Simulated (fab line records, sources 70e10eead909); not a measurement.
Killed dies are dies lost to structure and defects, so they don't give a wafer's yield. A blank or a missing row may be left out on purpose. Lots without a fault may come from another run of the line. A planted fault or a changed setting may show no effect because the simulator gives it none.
Which tool did it? | flow nand_harc | 12 lots, 36 wafers sampled, at 4 steps of a route of 1159

WHAT THE GAUGES READ, wafer by wafer
The record holds no reading of a measuring or inspecting step that can be judged against a usual standard deviation.

WHICH TOOL RAN EACH LOT (tool, then ch and the chambers of the sampled wafers, then the start)
lot  | NHARC_A_STAIRCASE_ETCH_21                     | NHARC_A_STAIRCASE_TRIM_191                    | NHARC_A_STAIRCASE_ETCH_192         | NHARC_A_STAIRCASE_ETCH_197
L102 | rie_diel-12 ch 0,1,3, day 11 05:10 or earlier | rie_diel-08 ch 1,2, day 11 05:10 or earlier   | rie_diel-08 ch 1,2, day 11 05:10   | rie_diel-08 ch 1, day 11 06:20
L104 | rie_diel-08 ch 1,3, day 11 20:41 or earlier   | rie_diel-08 ch 0,2, day 11 20:41 or earlier   | rie_diel-08 ch 0,3, day 11 20:41   | rie_diel-12 ch 0,2,3, no start
L105 | rie_diel-06 ch 1,2,3, day 11 22:01 or earlier | rie_diel-06 ch 1,3, day 11 22:01 or earlier   | rie_diel-06 ch 0,1,2, day 11 22:01 | rie_diel-08 ch 0,2, no start
L108 | rie_diel-06 ch 0,1,3, day 13 02:47 or earlier | rie_diel-08 ch 0,1,2, day 13 02:47 or earlier | rie_diel-08 ch 0,1,3, day 13 02:47 | rie_diel-08 ch 2,3, no start
L113 | rie_diel-08 ch 0,2,3, day 14 05:02 or earlier | rie_diel-12 ch 0,1,2, day 14 05:02 or earlier | rie_diel-12 ch 0,1,2, day 14 05:02 | rie_diel-12 ch 0,2,3, no start
L115 | rie_diel-06 ch 1,3, day 14 10:16 or earlier   | rie_diel-12 ch 0,2, day 14 10:16 or earlier   | rie_diel-12 ch 0,3, day 14 10:16   | rie_diel-06 ch 0,1,3, no start
L116 | rie_diel-08 ch 0,2,3, day 14 19:13 or earlier | rie_diel-12 ch 0,1, day 14 19:13 or earlier   | rie_diel-12 ch 0,1,2, day 14 19:13 | rie_diel-12 ch 0,1,2, no start
L117 | rie_diel-08 ch 0,2, day 15 05:35 or earlier   | rie_diel-12 ch 0,1,2, day 15 05:35 or earlier | rie_diel-12 ch 0,3, day 15 05:35   | rie_diel-12 ch 1,2,3, no start
L118 | rie_diel-06 ch 0,3, day 15 06:14 or earlier   | rie_diel-12 ch 0,3, day 15 06:14 or earlier   | rie_diel-12 ch 0,2, day 15 06:14   | rie_diel-06 ch 0,2,3, no start
L119 | rie_diel-08 ch 1,2,3, day 15 11:22 or earlier | rie_diel-06 ch 0,1,2, day 15 11:22 or earlier | rie_diel-06 ch 1,3, day 15 11:22   | rie_diel-06 ch 0,1,2, no start
L121 | rie_diel-12 ch 0,2,3, day 15 21:11 or earlier | rie_diel-06 ch 0,1,3, day 15 21:11 or earlier | rie_diel-06 ch 0,1,2, day 15 21:11 | rie_diel-06 ch 0,2,3, no start
L124 | rie_diel-06 ch 0,1, day 16 13:38 or earlier   | rie_diel-06 ch 1,3, day 16 13:38 or earlier   | rie_diel-06 ch 0,1,2, day 16 13:38 | rie_diel-06 ch 0,3, no start
- NHARC_A_STAIRCASE_ETCH_21: etches the open film in C4F8/O2, target depth 100 nm, time 40.5 s.
- NHARC_A_STAIRCASE_TRIM_191: chemistry O2, time 211.2 s.
- NHARC_A_STAIRCASE_ETCH_192: etches the open film in C4F8/O2, target depth 100 nm, time 40.5 s.
- NHARC_A_STAIRCASE_ETCH_197: etches the open film in C4F8/O2, target depth 100 nm, time 40.5 s.

WHAT THE TOOLS THEMSELVES READ (means of the sampled wafers that have a number; where no wafer has one, the mark that the record gives instead)
NHARC_A_STAIRCASE_ETCH_21. Usual: oes_product_au 0.948 a.u., standard deviation 0.017; rf_fwd_power_W 592.5 W, standard deviation 2.8; rf_vpp_V 896 V, standard deviation 4.2.
lot  | tool        | oes_product_au (a.u.) | rf_fwd_power_W (W) | rf_vpp_V (V) | flag
L102 | rie_diel-12 | 0.946                 | 592.9              | 897          |
L104 | rie_diel-08 | 0.935                 | 595.2              | 896          |
L105 | rie_diel-06 | 0.952                 | 594.9              | 900          |
L108 | rie_diel-06 | 0.951                 | 591.8              | 899          |
L113 | rie_diel-08 | 0.974                 | 593.5              | 891          |
L115 | rie_diel-06 | 0.965                 | 592.1              | 900          |
L116 | rie_diel-08 | 0.947                 | 592.7              | 891          |
L117 | rie_diel-08 | 0.964                 | 591.9              | 888          |
L118 | rie_diel-06 | 0.937                 | 589.6              | 898          |
L119 | rie_diel-08 | 0.939                 | 594.0              | 895          |
L121 | rie_diel-12 | 0.946                 | 592.6              | 894          |
L124 | rie_diel-06 | 0.967                 | 592.1              | 895          |

NHARC_A_STAIRCASE_TRIM_191. Usual: drypump_motor_current_A 5.7 A, standard deviation 0.51; oes_product_au 0.996 a.u., standard deviation 0.011; rf_vpp_V 57.8 V, standard deviation 0.86; showerhead_plenum_p_Torr 3.52 Torr, standard deviation 0.12; throttle_valve_pct 17.036 %, standard deviation 0.0088.
lot  | tool        | drypump_motor_current_A (A) | oes_product_au (a.u.) | rf_vpp_V (V) | showerhead_plenum_p_Torr (Torr) | throttle_valve_pct (%) | flag
L102 | rie_diel-08 | 6.1                         | 1.009                 | 58.0         | 3.45                            | 17.034                 |
L104 | rie_diel-08 | 5.8                         | 1.004                 | 58.1         | 3.38                            | 17.027                 |
L105 | rie_diel-06 | 6.0                         | 1.000                 | 57.7         | 3.67                            | 17.040                 |
L108 | rie_diel-08 | 6.1                         | 1.005                 | 57.8         | 3.48                            | 17.040                 |
L113 | rie_diel-12 | 5.8                         | 0.992                 | 56.9         | 3.56                            | 17.035                 |
L115 | rie_diel-12 | 5.7                         | 0.991                 | 57.9         | 3.51                            | 17.028                 |
L116 | rie_diel-12 | 5.9                         | 0.980                 | 58.2         | 3.55                            | 17.039                 |
L117 | rie_diel-12 | 5.7                         | 0.991                 | 57.4         | 3.55                            | 17.030                 |
L118 | rie_diel-12 | 5.5                         | 0.981                 | 57.7         | 3.48                            | 17.034                 |
L119 | rie_diel-06 | 5.7                         | 1.003                 | 57.8         | 3.56                            | 17.037                 |
L121 | rie_diel-06 | 5.7                         | 1.005                 | 58.0         | 3.58                            | 17.043                 |
L124 | rie_diel-06 | 6.0                         | 0.995                 | 57.0         | 3.65                            | 17.039                 |

NHARC_A_STAIRCASE_ETCH_192. Usual: oes_product_au 0.937 a.u., standard deviation 0.015; rf_fwd_power_W 593.0 W, standard deviation 2.5; rf_vpp_V 896 V, standard deviation 4.5.
lot  | tool        | oes_product_au (a.u.) | rf_fwd_power_W (W) | rf_vpp_V (V) | flag
L102 | rie_diel-08 | 0.933                 | 592.7              | 898          |
L104 | rie_diel-08 | 0.935                 | 593.7              | 893          |
L105 | rie_diel-06 | 0.925                 | 593.0              | 898          |
L108 | rie_diel-08 | 0.987                 | 626.6              | 896          | OFF
L113 | rie_diel-12 | 0.925                 | 593.4              | 898          |
L115 | rie_diel-12 | 0.920                 | 592.0              | 894          |
L116 | rie_diel-12 | 0.937                 | 591.6              | 896          |
L117 | rie_diel-12 | 0.914                 | 593.8              | 894          |
L118 | rie_diel-12 | 0.933                 | 596.0              | 895          |
L119 | rie_diel-06 | 0.951                 | 593.5              | 901          |
L121 | rie_diel-06 | 0.939                 | 594.4              | 898          |
L124 | rie_diel-06 | 0.936                 | 593.1              | 898          |

NHARC_A_STAIRCASE_ETCH_197. Usual: oes_product_au 0.941 a.u., standard deviation 0.017; rf_fwd_power_W 592.9 W, standard deviation 2.8; rf_vpp_V 896 V, standard deviation 4.2.
lot  | tool        | oes_product_au (a.u.) | rf_fwd_power_W (W) | rf_vpp_V (V) | flag
L102 | rie_diel-08 | 0.918                 | 593.1              | 903          |
L104 | rie_diel-12 | 0.922                 | 592.0              | 895          |
L105 | rie_diel-08 | 0.970                 | 595.3              | 890          |
L108 | rie_diel-08 | 0.947                 | 594.5              | 891          |
L113 | rie_diel-12 | 0.943                 | 592.6              | 894          |
L115 | rie_diel-06 | 0.959                 | 593.0              | 898          |
L116 | rie_diel-12 | 0.928                 | 594.1              | 896          |
L117 | rie_diel-12 | 0.936                 | 590.9              | 897          |
L118 | rie_diel-06 | 0.954                 | 593.8              | 898          |
L119 | rie_diel-06 | 0.947                 | 591.5              | 897          |
L121 | rie_diel-06 | 0.948                 | 593.2              | 898          |
L124 | rie_diel-06 | 0.943                 | 590.3              | 896          |

THE ANSWER, worked out from the rows above alone
Rule: a lot is off if the mean of its wafers that have a number lies more than 3 standard deviations from the usual mean. A lot without any number at a reading at which 4 lots or more have one is off too. The other lots that the step has rows for count as sound. The gauges are gone through in route order, then the tools' own readings, and for those a lot's mean is taken as printed above. The first step at which some lot is off is used, and at that step the reading that is off furthest; a lot without a number counts as furthest.
Off: L108, at NHARC_A_STAIRCASE_ETCH_192 (rf_fwd_power_W).
A tool fits if, at that step or a process step before it, it ran every lot that is off, and no sound lot after the first of them. NHARC_A_STAIRCASE_ETCH_21 gives no start for some lots, so the hours and the order of its lots are those of NHARC_A_STAIRCASE_ETCH_192. NHARC_A_STAIRCASE_TRIM_191 gives no start for some lots, so the hours and the order of its lots are those of NHARC_A_STAIRCASE_ETCH_192. One fits: rie_diel-08 at NHARC_A_STAIRCASE_TRIM_191 and NHARC_A_STAIRCASE_ETCH_192. At NHARC_A_STAIRCASE_TRIM_191 its last sound lot is L104 (day 11 20:41), its first lot that is off L108 (day 13 02:47): a fault that began between those two fits.

WHAT THE SIMULATOR HAD PUT IN
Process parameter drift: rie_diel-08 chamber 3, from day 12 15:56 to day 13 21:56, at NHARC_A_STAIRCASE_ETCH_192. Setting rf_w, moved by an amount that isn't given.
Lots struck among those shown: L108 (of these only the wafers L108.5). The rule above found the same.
